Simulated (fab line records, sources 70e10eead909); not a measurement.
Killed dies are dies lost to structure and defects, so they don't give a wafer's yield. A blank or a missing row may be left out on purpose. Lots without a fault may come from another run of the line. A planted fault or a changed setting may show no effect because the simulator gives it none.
Chamber matching | flow nand_harc | NHARC_P_STI_CMP_21 on cmp-03: 4 sister chambers
The step polishes, t overpolish 20 s, target thk 380.67 nm. 8 wafers are shown with their chamber, then 9 later ones without.

WAFERS WITH THEIR CHAMBER
wafer  | chamber | motor_current_A (A) | overpolish_run_s (s)
L077.3 | 3       | 12.2                | 19.992
L077.5 | 0       | 9.6                 | 19.987
L081.2 | 0       | 10.0                | 19.988
L082.4 | 3       | 12.9                | 20.007
L082.6 | 2       | 14.0                | 19.994
L083.3 | 1       | 13.4                | 20.002
L083.5 | 2       | 14.6                | 19.995
L083.6 | 1       | 13.1                | 19.989

WAFERS WITHOUT THEIR CHAMBER
wafer  | motor_current_A (A) | overpolish_run_s (s)
L093.2 | 12.0                | 19.999
L093.4 | 9.5                 | 20.005
L093.5 | 12.9                | 20.007
L094.3 | 12.1                | 20.008
L094.4 | 12.9                | 20.002
L094.5 | 13.0                | 19.991
L096.1 | 13.1                | 20.008
L096.3 | 12.9                | 19.996
L096.5 | 12.6                | 19.994

WHICH CHAMBER EACH WENT THROUGH
wafer  | from the rows above          | in truth
L093.2 | can't be placed: 3 or 1      | 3
L093.4 | 0                            | 0
L093.5 | can't be placed: 3 or 1      | 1
L094.3 | can't be placed: 3 or 1      | 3
L094.4 | can't be placed: 3 or 1      | 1
L094.5 | can't be placed: 1 or 3      | 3
L096.1 | can't be placed: 1 or 3 or 2 | 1
L096.3 | can't be placed: 1 or 3      | 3
L096.5 | can't be placed: 3 or 1      | 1
Placed correctly: 1 of 9. Can't be placed from these rows: 8 (the true chamber is among the candidates in 8). Placed wrongly: 0.
How it was worked out, from the rows above alone: a wafer's distance from a chamber is the root of the sum, over the readings, of the square of ((its reading less the chamber's mean) divided by the reading's scatter). The wafer belongs to the nearest chamber; if the next one is less than 2 further off, it can't be placed. A chamber's mean is the mean of its shown wafers. The scatter: the root of (the sum of the squares of (reading less its chamber's mean) over the shown wafers, divided by (wafers less chambers)).
